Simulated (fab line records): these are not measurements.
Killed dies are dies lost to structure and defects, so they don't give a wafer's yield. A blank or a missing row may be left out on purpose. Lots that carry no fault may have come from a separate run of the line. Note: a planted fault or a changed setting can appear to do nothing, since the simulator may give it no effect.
Comparing a struck lot with a sound one -- flow nand-harc -- 13 out of 1302 route steps
Sound: wafers L796.2, L796.5, L796.6. Struck: wafer L791.4. (L791.2, L791.6 of the same lot were not struck and are left out.) The cause comes at the end.
Per side, at each step with rows, come the tool, then ch with its chambers, and then its first start. Under that, the readings that differ: sound wafers -- struck wafers -- difference of the means -- sigmas: that difference in standard deviations of wafers without a fault.
alike: words and numbers the same on both sides, and readings whose means are apart by under 2 such deviations; not compared: readings that were withheld, readings missing a value for some wafer, numbers with overlapping values and no deviation given by the record, and bounds like >300 which may hide the same value.
A row with sigmas, a row that says differs or no value, or rows on one side alone: a step with any of these is where the two part. When numbers do not overlap yet have no deviation, they are printed without sigmas and do not part them. Lack of a reading on every wafer of one side parts them only where that side has two or more wafers.

NHARC_A_DECK1_JOINT_CMP_02: polishes SiOx.
  sound on cmp-03 ch 0,1,2, day 18 18:26; struck on cmp-02 ch 2, day 16 20:37
  alike: edge-zone-pressure-frac, motor-current-A, slurry-filter-dp-kPa
next, for these wafers, 1 step has no rows: NHARC_A_DECK1_JOINT_SRD_15.
NHARC_A_DECK1_JOINT_DEP_16: deposits SiO2, target thk 45 nm.
  sound on pecvd-03 ch 0,1,2, day 18 18:59; struck on pecvd-03 ch 2, day 16 21:02
  alike: heater-power-w, throttle-valve-pct
NHARC_A_DECK1_JOINT_THK_MEAS_17: measures by ellipsometry.
  sound on film-metro-02 at day 18 19:12; struck on film-metro-01 at day 16 21:17
  alike: thk-nm
NHARC_A_DECK1_JOINT_INSPECT_05:
  sound on defect-inspect-02 at day 18 19:14; struck on defect-inspect-02 at day 16 21:19
  alike: raw-defect-count
then, no rows for these wafers at 1 step: NHARC_A_ONON_D2_DEP_00 (target thk 1000 nm).
NHARC_A_ONON_D2_THK_MEAS_02: measures by ellipsometry.
  sound on film-metro-02 at day 18 19:49; struck on film-metro-01 at day 16 21:54
  alike: thk-nm
then, no rows for these wafers at 1 step: NHARC_A_ONON_D2_DEP_03 (target thk 1000 nm).
NHARC_A_ONON_D2_THK_MEAS_05: measures by ellipsometry.
  sound on film-metro-01 at day 18 20:22; struck on film-metro-01 at day 16 22:28
  alike: thk-nm
then, no rows for these wafers at 1 step: NHARC_A_ONON_D2_DEP_06 (target thk 1000 nm).
NHARC_A_ONON_D2_THK_MEAS_08: measures by ellipsometry.
  sound on film-metro-01 at day 18 20:56; struck on film-metro-01 at day 16 23:02
  alike: thk-nm
NHARC_A_ONON_D2_DEP_09: target thk 1000 nm.
  sound on pecvd-onon-01 ch 0, day 18 21:03; struck on pecvd-onon-02 ch 0, day 16 23:08
NHARC_A_ONON_D2_THK_MEAS_11: measures by ellipsometry.
  sound on film-metro-01 at day 18 21:31; struck on film-metro-01 at day 16 23:46
reading,sound,struck,difference,sigmas
thk-nm (nm),1012 1013 1013,1075,+62,+6
  not compared: hold

WHERE THEY PART
NHARC_A_ONON_D2_THK_MEAS_11 only, going by this record.

WHY: the cause the simulator had injected
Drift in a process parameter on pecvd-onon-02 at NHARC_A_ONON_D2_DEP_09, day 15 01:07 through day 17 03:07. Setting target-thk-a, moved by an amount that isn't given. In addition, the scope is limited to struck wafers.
